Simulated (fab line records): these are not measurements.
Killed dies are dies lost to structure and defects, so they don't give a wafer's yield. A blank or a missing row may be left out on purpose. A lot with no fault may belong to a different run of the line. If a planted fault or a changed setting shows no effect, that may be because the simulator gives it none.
Lot-split experiment -- flow n5-finfet -- route with 1938 steps; 7 lots, 21 wafers read

## ON THE SPLIT
At N5_BEOL_M4_COAT_67 (time 60 s, resist thk 60 nm), the setting spin-rpm was moved away from the recipe's 1500 rpm on 8 of the 21 wafers read, by -8.1% to -5.1%. This setting was run at the recipe's value on the other wafers.

## FROM THE SPLIT TO THE READING: what the file shows between them, 8 steps
- N5_BEOL_M4_DESCUM_33: chemistry O2, time 7 s (also split here: time-s)
- N5_BEOL_M4_ETCH_77: etches underlayer in N2/H2, target depth 6.5 nm, time 5.2 s
- N5_BEOL_M4_ETCH_69: etches SiARC in CF4, target depth 15.6 nm, time 26 s
- N5_BEOL_M4_ALD_98: deposits SiO2, target thk 2.5 nm, pulse time 1 s, co reactant pulse time 1 s
- N5_BEOL_M4_ETCHBACK_99: etches SiO2 in CHF3, target depth 5 nm, time 10.4 s
- N5_BEOL_M4_ETCH_70: etches SOC in N2/H2, target depth 80 nm, overetch 24 nm, time 130 s
- N5_BEOL_M4_STRIP_71: strips in N2/H2
- N5_BEOL_M4_STRIP_78: strips in N2/H2

## THE READING
SOC_of_BEOL_M4_COAT_67.thk-nm (the simulator's own value, which no gauge read), in nm, at N5_BEOL_M4_VIA_ETCH_34 (etches the open film in C4F6/O2, target depth 69.4 nm, time 65.9 s). The file gives no usual value for it. The 13 wafers here that ran the recipe average 51.9 nm, standard deviation 0.097 nm.

wafer,"tool, chamber at the split","spin-rpm as run, rpm",against the recipe,"SOC_of_BEOL_M4_COAT_67.thk-nm, nm",against lot-mates on the recipe
L080.1,"litho-track-01, 0",1424,-5.1%,53.6,+1.8
L080.3,"litho-track-01, 0",1500,recipe,51.8,-
L080.5,"litho-track-01, 0",1424,-5.1%,53.4,+1.6
L083.4,"litho-track-04, 0",1500,recipe,52,-
L083.5,"litho-track-04, 0",1500,recipe,52,-
L083.6,"litho-track-04, 0",1500,recipe,52,-
L086.4,"litho-track-01, 0",1400,-6.7%,54,no lot-mate on the recipe
L086.6,"litho-track-01, 0",1400,-6.7%,54,no lot-mate on the recipe
L086.5,"litho-track-01, 0",1400,-6.7%,54.2,no lot-mate on the recipe
L090.2,"litho-track-05, 0",1398,-6.8%,54,+2.2
L090.3,"litho-track-05, 0",1500,recipe,51.8,-
L090.4,"litho-track-05, 0",1398,-6.8%,54.2,+2.4
L093.1,"litho-track-04, 0",1500,recipe,52,-
L093.2,"litho-track-04, 0",1379,-8.1%,54.4,+2.5
L093.5,"litho-track-04, 0",1500,recipe,51.8,-
L096.1,"litho-track-05, 0",1500,recipe,51.8,-
L096.3,"litho-track-05, 0",1500,recipe,51.8,-
L096.2,"litho-track-05, 0",1500,recipe,52,-
L097.3,"litho-track-04, 0",1500,recipe,51.8,-
L097.4,"litho-track-04, 0",1500,recipe,51.8,-
L097.5,"litho-track-04, 0",1500,recipe,51.8,-

FIT RESULTS
A straight line over all 21 wafers: SOC_of_BEOL_M4_COAT_67.thk-nm changes by -0.324 nm for each +1% of spin-rpm; r = -1.00; the points scatter about the line by 0.1 nm.
The same after taking each lot's own level away (the mean of its wafers on the recipe; 18 wafers): -0.328 nm for each +1%; r = -1.00; scatter 0.087 nm.
Per that fit: largest spin-rpm move, reading shift of 2.6 nm.
Across the lots, their own levels run from 51.80 to 52.00 nm, a range of 2.1 times the standard deviation given above.
So the lot-to-lot level changes the slope little: the two slopes agree.
Check: for one of the wafers moved furthest among these (-8.1%), held out of the fit, the line's prediction against its lot-mates is +2.72 nm. Against them it came out at +2.5 nm.

## THESE WAFERS: OTHER SPLITS
Note: prior to the reading, these wafers also went through further splits. Each is held against what the fit with the lots' levels taken away leaves over:
other split on the same wafers,wafers away from the commonest value,r with SOC_of_BEOL_M4_COAT_67.thk-nm (lot level and that fit taken away)
N5_BEOL_M2_COAT_22 spin-rpm,5,-0.20
N5_BEOL_M2_EXPOSE_25 dose-mj,4,-0.04
N5_BEOL_M3_COAT_05 spin-rpm,8,-0.22
N5_BEOL_M3_EXPOSE_25 dose-mj,6,-0.07
N5_BEOL_M3_ETCH_70 bias-w,2,+0.40
N5_BEOL_M4_DESCUM_33 time-s,6,+0.12

## THE WHOLE CHAIN: every reading that the file lists as answering this split, in the file's order
step,what it does,reading,change (the file's fit),r (the file's)
N5_BEOL_M4_COAT_67,"time 60 s, resist thk 60 nm","SOC_of_BEOL_M4_COAT_67.thk-nm (the simulator's own value, which no gauge read)",-0.331 nm for each +1% of the setting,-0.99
N5_BEOL_M4_ETCH_70,"etches SOC in N2/H2, target depth 80 nm, overetch 24 nm, time 130 s","etch.depth-nm (the simulator's own value, which no gauge read)",-0.328 nm for each +1% of the setting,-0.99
N5_BEOL_M4_VIA_ETCH_34,"etches the open film in C4F6/O2, target depth 69.4 nm, time 65.9 s","SOC_of_BEOL_M4_COAT_67.thk-nm (the simulator's own value, which no gauge read)",-0.324 nm for each +1% of the setting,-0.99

## FILE'S OWN FIT
SOC_of_BEOL_M4_COAT_67.thk-nm changes by -0.324 nm for each +1% of spin-rpm, r = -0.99.
